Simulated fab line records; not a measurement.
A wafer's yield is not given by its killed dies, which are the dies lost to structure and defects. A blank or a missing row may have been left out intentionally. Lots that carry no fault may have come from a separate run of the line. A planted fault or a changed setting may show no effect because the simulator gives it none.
Chamber matching	flow n5 finfet	cmp-03 running N5_BEOL_M10_CMP_52: 4 sister chambers
The step polishes, stops on SiCOH lowk, t overpolish 7 s, target thk 140 nm. 7 wafers are shown with their chamber, then 7 later ones without.

WAFERS, EACH WITH ITS CHAMBER
wafer	chamber	motor current A (A)	time to endpoint s (s)
L081.5	2	6.7	61
L084.2	1	6.0	72
L089.1	0	6.1	73
L089.5	3	6.7	63
L089.6	0	6.3	73
L090.3	1	5.8	65
L090.4	3	6.6	65

WAFERS MISSING THEIR CHAMBER
wafer	motor current A (A)	time to endpoint s (s)
L090.6	5.8	65
L095.3	6.1	73
L095.5	5.9	65
L095.6	6.3	61
L096.1	6.6	62
L096.4	6.3	61
L096.5	6.3	63

CHAMBER TAKEN BY EACH
wafer	from the rows above	in truth
L090.6	1	1
L095.3	can't be placed: 0 or 1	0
L095.5	1	1
L095.6	can't be placed: 3 or 2 or 0 or 1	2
L096.1	can't be placed: 3 or 2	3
L096.4	can't be placed: 3 or 2 or 0 or 1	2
L096.5	can't be placed: 3 or 2 or 0 or 1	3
Placed correctly: 2 of 7. Unplaceable from these rows: 5, with the true chamber sitting among the candidates in 5. Wrongly placed: 0.
How it was worked out, from the rows above alone: a wafer's distance from a chamber is the root of the sum, over the readings, of the square of ((its reading less the chamber's mean) divided by the reading's scatter). The wafer belongs to the nearest chamber; if the next one is less than 2 further off, it can't be placed. Each chamber's mean is taken over the wafers shown for it. How the scatter is found: for the shown wafers, subtract from each reading the mean of its chamber, square and add these, divide the total by (wafers less chambers), then take the root.
